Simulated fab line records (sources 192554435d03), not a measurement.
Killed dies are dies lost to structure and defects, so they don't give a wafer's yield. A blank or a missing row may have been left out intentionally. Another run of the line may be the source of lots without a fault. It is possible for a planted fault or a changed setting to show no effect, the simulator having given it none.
Split-lot experiment    flow n5-finfet    39 wafers read across 7 lots, on a route 1938 steps long

## THE SPLIT
At N5_DUMMY_GATE_ETCH_37 (etches SOC in N2/H2, target depth 60 nm, overetch 30 nm), the setting source-w was moved away from the recipe's 840 W on 12 of the 39 wafers read, by -18.9% to -8.5%. For the rest of the wafers, this setting stayed at what the recipe calls for.

The reading comes from the split's own step.

## THE READING
rf-vpp-V, in V, at N5_DUMMY_GATE_ETCH_37 (etches SOC in N2/H2, target depth 60 nm, overetch 30 nm). Fault-free wafers of this fab line usually give 524.1 V, standard deviation 2.5 V.

wafer   tool, chamber at the split  source-w as run, W  against the recipe  rf-vpp-V, V  against lot-mates on the recipe
L078.2  rie-diel-03, 0              840                 recipe              525.1        -
L078.4  rie-diel-03, 2              840                 recipe              528.0        -
L078.5  rie-diel-03, 0              840                 recipe              524.1        -
L080.1  rie-diel-04, 2              840                 recipe              521.3        -
L080.2  rie-diel-04, 1              840                 recipe              522.1        -
L080.3  rie-diel-04, 3              840                 recipe              522.7        -
L080.4  rie-diel-04, 0              840                 recipe              526.3        -
L080.5  rie-diel-04, 0              840                 recipe              525.9        -
L080.6  rie-diel-04, 3              840                 recipe              525.4        -
L082.1  rie-diel-04, 2              840                 recipe              524.3        -
L082.2  rie-diel-04, 1              725.5               -13.6%              547.1        +22.0
L082.3  rie-diel-04, 3              840                 recipe              524.8        -
L082.4  rie-diel-04, 0              840                 recipe              526.3        -
L082.5  rie-diel-04, 0              725.5               -13.6%              550.7        +25.6
L082.6  rie-diel-04, 1              725.5               -13.6%              547.3        +22.2
L083.1  rie-diel-01, 1              768.9               -8.5%               536.8        +10.3
L083.2  rie-diel-01, 2              840                 recipe              526.6        -
L083.3  rie-diel-01, 3              768.9               -8.5%               543.0        +16.5
L083.4  rie-diel-01, 0              768.9               -8.5%               538.3        +11.8
L083.5  rie-diel-01, 3              840                 recipe              525.8        -
L083.6  rie-diel-01, 2              840                 recipe              527.2        -
L084.1  rie-diel-04, 0              840                 recipe              525.5        -
L084.2  rie-diel-04, 2              840                 recipe              521.6        -
L084.3  rie-diel-04, 1              840                 recipe              521.7        -
L084.4  rie-diel-04, 3              840                 recipe              524.0        -
L084.5  rie-diel-04, 2              840                 recipe              522.6        -
L084.6  rie-diel-04, 1              840                 recipe              521.8        -
L087.1  rie-diel-04, 0              702.9               -16.3%              557.5        +33.7
L087.2  rie-diel-04, 1              702.9               -16.3%              554.4        +30.6
L087.3  rie-diel-04, 3              840                 recipe              521.8        -
L087.4  rie-diel-04, 1              840                 recipe              523.6        -
L087.5  rie-diel-04, 3              702.9               -16.3%              555.3        +31.5
L087.6  rie-diel-04, 0              840                 recipe              526.1        -
L093.1  rie-diel-03, 3              681.4               -18.9%              559.7        +34.3
L093.2  rie-diel-03, 0              840                 recipe              522.1        -
L093.3  rie-diel-03, 2              840                 recipe              526.9        -
L093.4  rie-diel-03, 1              840                 recipe              527.1        -
L093.5  rie-diel-03, 1              681.4               -18.9%              565.0        +39.6
L093.6  rie-diel-03, 0              681.4               -18.9%              561.7        +36.3

FIT RESULTS
A straight line over all 39 wafers: rf-vpp-V changes by -1.91 V for each +1% of source-w; r = -0.99; the points scatter about the line by 2.2 V.
The same after taking each lot's own level away (the mean of its wafers on the recipe; 39 wafers): -1.88 V for each +1%; r = -0.99; scatter 2.2 V.
The reading moves by 35 V for the largest change in source-w, on that fit.
The span of the lots' own levels, 522.87 to 526.53 V, comes to 1.5 times the standard deviation stated above.
Consequently the slope shifts little with the lot-to-lot level, the two slopes agreeing.
Check: +35.4 V against its lot-mates is what the line predicts for one of the wafers moved furthest among these (-18.9%) when that wafer is left out of the fit. It came out at +34.3 V against them.
Tool readings at the split's step, against how far the setting was moved: rf-vpp-V r = -0.99.

## THE FILE'S OWN FIT
rf-vpp-V changes by -1.86 V for each +1% of source-w, r = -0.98.
